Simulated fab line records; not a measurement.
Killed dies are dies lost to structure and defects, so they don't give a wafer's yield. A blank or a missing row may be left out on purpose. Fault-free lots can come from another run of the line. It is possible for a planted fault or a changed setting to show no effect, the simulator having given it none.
Problem report, 8D (eight disciplines) form, completed by code || flow n5 finfet || the parts of the form that need people (team, actions taken, sign-off) are left out

1. PROBLEM STATEMENT
Mean M15_ILD_THK at N5_BEOL_M15_THK_MEAS_01: 1840 nm over 3 wafers in 2 lots; fault-free wafers: 1632 nm, standard deviation 22. Measured from the usual mean, that is +9.5 standard deviations.
The first sign was on wafer L316.5 at day 13 05:31, on film metro-01. The record has a number at this step for 29 wafers belonging to 10 lots. Rule for "out", or "out of limits": more than 4 standard deviations from the usual mean. All remaining wafers that have a number are taken as sound.

2. WHAT IT IS, AND WHAT IT ISN'T
{"question": "which readings at this step", "is": "M15_ILD_THK", "is not": "-"}
{"question": "which lots", "is": "L316, L319", "is not": "L309, L313, L323, L326, L327, L328, L329, L330"}
{"question": "which wafers of those lots", "is": "L316.5, L319.4, L319.5", "is not": "L316.3, L319.1"}
{"question": "read on which gauges", "is": "film metro-01", "is not": "film metro-02"}
{"question": "when", "is": "from day 13 05:31", "is not": "up to then (7 sound wafers); but 19 sound wafers of L319, L323, L326, L327, L328, L329, L330 came after"}

3. WHAT RULES OUT EACH SUSPECT
Counting: any tool at a process step up to the reading remains a suspect provided it ran every lot that is out. Sound lots after the first of them don't rule it out here, since some wafers of a struck lot are sound.
- the gauge at N5_BEOL_M15_THK_MEAS_01: ruled out. All the wafers that are out were read on film metro-01, but those of them that N5_BEOL_M15_ILD_DEP_00 has rows for are out there too, on other tools.
- pecvd-04 at N5_BEOL_M15_ILD_DEP_00 (deposits SiO2 from TEOS/O2, target thk 1629.3 nm, time 346.1 s): kept. Ran every lot that is out, first one L316 (day 13 05:16); last sound lot up to then L313 (day 12 18:14). On those wafers its own readings are out: run length s.
Left after counting: pecvd-04 at N5_BEOL_M15_ILD_DEP_00.

4. THE CAUSE (what the simulator had put in)
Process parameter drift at N5_BEOL_M15_ILD_DEP_00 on pecvd-04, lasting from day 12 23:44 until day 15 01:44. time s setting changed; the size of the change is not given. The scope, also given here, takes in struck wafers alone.
Only this tool survived the counting.

5. THE CHAIN OF EFFECTS, in route order
Each row: a reading whose mean over the struck wafers that have a number lies more than 3 standard deviations from the usual. Only readings whose record carries a usual standard deviation are examined. hours: median over the lots of the time between each lot's start at the first step of this table that gives one and its start at this step. sigmas: the change, counted in usual standard deviations.
{"hours": 0, "step": "N5_BEOL_M15_ILD_DEP_00", "reading": "run length s", "usual": "388.9 s", "on struck wafers": 428.3, "change": "+39.4", "sigmas": "+62"}
{"hours": 0, "step": "N5_BEOL_M15_THK_MEAS_01", "reading": "M15_ILD_THK", "usual": "1632 nm", "on struck wafers": 1840, "change": "+208", "sigmas": "+9.5"}
Process steps it contains:
- N5_BEOL_M15_ILD_DEP_00: deposits SiO2 from TEOS/O2, target thk 1629.3 nm, time 346.1 s.

6. HOW IT WOULD HAVE BEEN CAUGHT EARLIER
Counted from the fault's start at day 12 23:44, it took 6 hours until the first out-of-limits reading at a measuring or inspecting step in this record, taken at day 13 05:31.
At N5_BEOL_M15_ILD_DEP_00, the tool's own readings (run length s) were out on each struck wafer the step has a row for, so an alarm limit on them would have fired on the first such wafer.
L319, from the lots that are out (2), started N5_BEOL_M15_ILD_DEP_00 on pecvd-04 later than day 13 05:31. A tool hold placed at that time would have kept it from harm.
